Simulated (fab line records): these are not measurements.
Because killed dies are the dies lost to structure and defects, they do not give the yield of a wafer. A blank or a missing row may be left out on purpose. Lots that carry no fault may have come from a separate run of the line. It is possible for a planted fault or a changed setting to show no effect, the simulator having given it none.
Chamber matching    flow n5 finfet    N5_PMOS_HMC_CHANNEL_EPI_ETCH_32 on rie diel-06 has 4 sister chambers
The step etches BARC in N2/H2, stops on SiO2, target depth 85.8 nm, time 50.3 s. 8 wafers are shown with their chamber, then 11 later ones without.

## WAFERS, EACH WITH ITS CHAMBER
wafer   chamber  drypump motor current A (A)  showerhead plenum p Torr (Torr)
L075.6  0        5.6                          2.43
L083.1  1        6.2                          2.51
L087.2  2        6.0                          2.67
L087.5  1        6.2                          2.51
L087.6  0        5.6                          2.42
L091.1  2        6.1                          2.67
L091.5  3        5.6                          2.65
L092.1  3        5.6                          2.65

## WAFERS MISSING THEIR CHAMBER
wafer   drypump motor current A (A)  showerhead plenum p Torr (Torr)
L092.2  5.6                          2.42
L092.6  6.2                          2.50
L094.1  5.6                          2.65
L094.5  6.2                          2.50
L094.6  6.0                          2.67
L096.1  6.0                          2.67
L096.2  5.6                          2.42
L096.5  5.6                          2.42
L097.2  5.6                          2.42
L097.3  5.6                          2.65
L097.6  6.0                          2.67

## WHICH CHAMBER EACH ONE RAN IN
wafer   from the rows above  in truth
L092.2  0                    0
L092.6  1                    1
L094.1  3                    3
L094.5  1                    1
L094.6  2                    2
L096.1  2                    2
L096.2  0                    0
L096.5  0                    0
L097.2  0                    0
L097.3  3                    3
L097.6  2                    2
Correctly placed: 11 of 11. Not placeable from these rows: 0. Number placed wrongly: 0.
How it was worked out, from the rows above alone: a wafer's distance from a chamber is the root of the sum, over the readings, of the square of ((its reading less the chamber's mean) divided by the reading's scatter). The wafer belongs to the nearest chamber; if the next one is less than 2 further off, it can't be placed. The mean given for a chamber averages the wafers shown for that chamber. How the scatter is found: for the shown wafers, subtract from each reading the mean of its chamber, square and add these, divide the total by (wafers less chambers), then take the root.
